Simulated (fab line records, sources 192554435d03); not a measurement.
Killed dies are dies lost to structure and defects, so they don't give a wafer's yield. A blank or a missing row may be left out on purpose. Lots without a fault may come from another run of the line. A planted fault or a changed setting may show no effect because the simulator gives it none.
Chamber matching | flow n5_finfet | N5_BEOL_M3_CO_CAP_55 on cvd_co-01: 3 sister chambers
The step material Co, precursor CCTBA/H2, target thk 2 nm, time 102.1 s. 42 wafers are shown with their chamber, then 12 later ones without.

WAFERS WITH THEIR CHAMBER
wafer  | chamber | heater_power_outer_w (W) | heater_power_w (W)
L074.3 | 2       | 118                      | 227
L074.4 | 0       | 103                      | 216
L074.6 | 1       | 125                      | 251
L075.1 | 0       | 104                      | 218
L075.2 | 1       | 128                      | 250
L075.4 | 2       | 119                      | 218
L076.2 | 1       | 126                      | 258
L076.3 | 0       | 106                      | 225
L076.5 | 0       | 102                      | 217
L080.1 | 0       | 106                      | 221
L080.3 | 1       | 125                      | 252
L080.5 | 1       | 128                      | 251
L081.2 | 1       | 127                      | 255
L081.4 | 0       | 106                      | 222
L081.6 | 2       | 121                      | 219
L082.3 | 1       | 129                      | 250
L082.5 | 2       | 121                      | 223
L082.6 | 1       | 130                      | 260
L083.2 | 2       | 118                      | 220
L083.4 | 1       | 124                      | 259
L083.6 | 0       | 107                      | 220
L084.1 | 1       | 128                      | 256
L084.4 | 2       | 118                      | 221
L084.6 | 0       | 106                      | 218
L085.2 | 2       | 116                      | 225
L085.3 | 0       | 105                      | 216
L085.6 | 2       | 119                      | 221
L086.2 | 0       | 104                      | 220
L086.5 | 0       | 108                      | 222
L086.6 | 1       | 128                      | 249
L087.1 | 0       | 105                      | 219
L087.2 | 1       | 126                      | 248
L087.6 | 0       | 103                      | 222
L088.4 | 1       | 123                      | 257
L088.5 | 0       | 105                      | 224
L088.6 | 2       | 119                      | 224
L090.2 | 1       | 128                      | 258
L090.3 | 2       | 115                      | 225
L090.4 | 0       | 103                      | 223
L089.3 | 0       | 103                      | 218
L089.4 | 2       | 119                      | 219
L089.5 | 1       | 126                      | 259

SIGNATURES (means of the wafers above)
reading              | chamber 0 | chamber 1 | chamber 2 | scatter within a chamber
heater_power_outer_w | 104.75    | 126.73    | 118.45    | 1.82
heater_power_w       | 220.06    | 254.20    | 222.00    | 3.4
Rule: a wafer's distance from a chamber is the root of the sum, over the readings, of the square of ((its reading less the chamber's mean) divided by the reading's scatter). The wafer belongs to the nearest chamber; if the next one is less than 2 further off, it can't be placed. The scatter: the root of (the sum of the squares of (reading less its chamber's mean) over the shown wafers, divided by (wafers less chambers)).

WAFERS WITHOUT THEIR CHAMBER
wafer  | heater_power_outer_w (W) | heater_power_w (W)
L094.1 | 127                      | 251
L094.3 | 119                      | 219
L094.4 | 121                      | 220
L095.2 | 126                      | 249
L095.3 | 107                      | 222
L095.4 | 119                      | 230
L096.2 | 124                      | 253
L096.3 | 121                      | 220
L096.4 | 120                      | 217
L097.2 | 109                      | 222
L097.4 | 119                      | 224
L097.5 | 105                      | 219

WHICH CHAMBER EACH WENT THROUGH
wafer  | from the rows above | in truth
L094.1 | 1                   | 1
L094.3 | 2                   | 2
L094.4 | 2                   | 2
L095.2 | 1                   | 1
L095.3 | 0                   | 0
L095.4 | 2                   | 2
L096.2 | 1                   | 1
L096.3 | 2                   | 2
L096.4 | 2                   | 2
L097.2 | 0                   | 0
L097.4 | 2                   | 2
L097.5 | 0                   | 0
Placed correctly: 12 of 12. Can't be placed from these rows: 0. Placed wrongly: 0.
